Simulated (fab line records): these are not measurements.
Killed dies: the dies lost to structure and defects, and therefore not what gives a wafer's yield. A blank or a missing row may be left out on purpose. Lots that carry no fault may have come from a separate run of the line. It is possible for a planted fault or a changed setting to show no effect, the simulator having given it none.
Code-filled problem report in 8D (eight disciplines) form    flow n5Finfet    the parts of the form that need people (team, actions taken, sign-off) are left out

1. PROBLEM STATEMENT
Wafers without a fault read 13, standard deviation 5.6; killed_at_M4_up at N5_PASSIVATION_PROBE_49 reads a mean of 151 on 4 wafers belonging to 2 lots. Relative to the usual mean, that is a shift of +25 standard deviations.
The first sign was on wafer L769.1 at day 13 20:18, on prober-01. Wafers with a number at this step in the record: 4, from 2 lots. Rule for "out", or "out of limits": more than 4 standard deviations from the usual mean. The other wafers with a number count as sound.

2. WHAT IT IS AND WHAT IT IS NOT
question                     is                                                                                             is not
which readings at this step  killed_at_M4_up, defectLimitedYield, killedDies, sort_bin_5_function, sortNPass, sortYieldPct  killed_at_M0_to_M3, killedAtContacts, killedAtFrontEnd, killedAtOther, killedOpen, killedShort
which lots                   L769, L771                                                                                     -
which wafers of those lots   all that have a number                                                                         -
read on which tools          prober-01, prober-02                                                                           -
when                         from day 13 20:18                                                                              up to then (0 sound wafers)

3. WHAT RULES OUT EACH SUSPECT
Counting: any tool at a process step up to the reading is kept as a suspect provided that every lot that is out went through it and no sound lot did after the first of them.
- cvdCo-01 at N5_BEOL_M11_CVD_75 (deposits Co from CCTBA/H2, target thk 2 nm, time 138.9 s): kept. It ran every lot that is out, first L769 (day 11 18:10), and no sound lot after that.
After counting, what remains is cvdCo-01 at N5_BEOL_M11_CVD_75.

4. THE CAUSE (what the simulator had put in)
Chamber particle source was cvdCo-01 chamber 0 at N5_BEOL_M11_CVD_75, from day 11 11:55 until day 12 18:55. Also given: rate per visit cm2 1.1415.
After counting, this tool was the only one left.

5. THE CHAIN OF EFFECTS, in route order
Rows list readings where the struck wafers' mean (over those with a number) sits beyond 3 standard deviations from the usual. Scope: only readings with a usual standard deviation given in the record; hours: median across lots of the time from each lot's start at the first step in this table that gives one to its start at this step; sigmas: change in usual standard deviations.
hours  step                     reading              usual   on struck wafers  change  sigmas
0      N5_PASSIVATION_PROBE_49  defectLimitedYield   91.5 %  80.6              -10.9   -6.8
0      N5_PASSIVATION_PROBE_49  killed_at_M4_up      13      151               +138    +25
0      N5_PASSIVATION_PROBE_49  killedDies           101     229               +128    +6.7
0      N5_PASSIVATION_PROBE_49  sort_bin_5_function  5.0 %   12.8              +7.8    +7.8
0      N5_PASSIVATION_PROBE_49  sortNPass            1079    951               -128    -6.7
0      N5_PASSIVATION_PROBE_49  sortYieldPct         91.5 %  80.6              -10.9   -6.8
Here are the process steps it includes:
- N5_PASSIVATION_PROBE_49

6. WHAT WOULD HAVE CAUGHT IT SOONER
56 hours passed between the start of the fault at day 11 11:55 and the first reading out of limits in this record, taken at day 13 20:18.
Each of the lots that are out, 2 in all, had begun N5_BEOL_M11_CVD_75 on cvdCo-01 no later than day 13 20:18. Tool hold at that time: it would have spared none of them.
